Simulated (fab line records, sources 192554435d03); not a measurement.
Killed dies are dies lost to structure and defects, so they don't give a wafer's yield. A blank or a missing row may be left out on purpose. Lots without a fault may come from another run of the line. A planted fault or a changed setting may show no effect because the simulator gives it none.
Chamber matching | flow n5_finfet | N5_BEOL_M0_ETCH_138 on rie_diel-01: 4 sister chambers
The step etches SiCN in CH3F/O2, target depth 12 nm, time 31.6 s. 4 wafers are shown with their chamber, then 8 later ones without.

WAFERS WITH THEIR CHAMBER
wafer  | chamber | throttle_valve_pct (%)
L080.4 | 0       | 16.08
L083.3 | 1       | 16.54
L083.5 | 3       | 16.28
L084.3 | 2       | 16.95

WAFERS WITHOUT THEIR CHAMBER
wafer  | throttle_valve_pct (%)
L084.4 | 16.29
L084.5 | 16.08
L085.1 | 16.31
L085.4 | 16.55
L085.5 | 16.55
L088.2 | 16.96
L088.4 | 16.54
L088.6 | 16.33

WHICH CHAMBER EACH WENT THROUGH
wafer  | from the rows above | in truth
L084.4 | 3                   | 3
L084.5 | 0                   | 0
L085.1 | 3                   | 3
L085.4 | 1                   | 1
L085.5 | 1                   | 1
L088.2 | 2                   | 2
L088.4 | 1                   | 1
L088.6 | 3                   | 3
Placed correctly: 8 of 8. Can't be placed from these rows: 0. Placed wrongly: 0.
How it was worked out, from the rows above alone: a wafer's distance from a chamber is the root of the sum, over the readings, of the square of ((its reading less the chamber's mean) divided by the reading's scatter). The wafer belongs to the nearest chamber; if the next one is less than 2 further off, it can't be placed. A chamber's mean is the mean of its shown wafers. The scatter: with one shown wafer a chamber, the root of the mean of the squares of how far each hidden wafer lies from its nearest shown one.
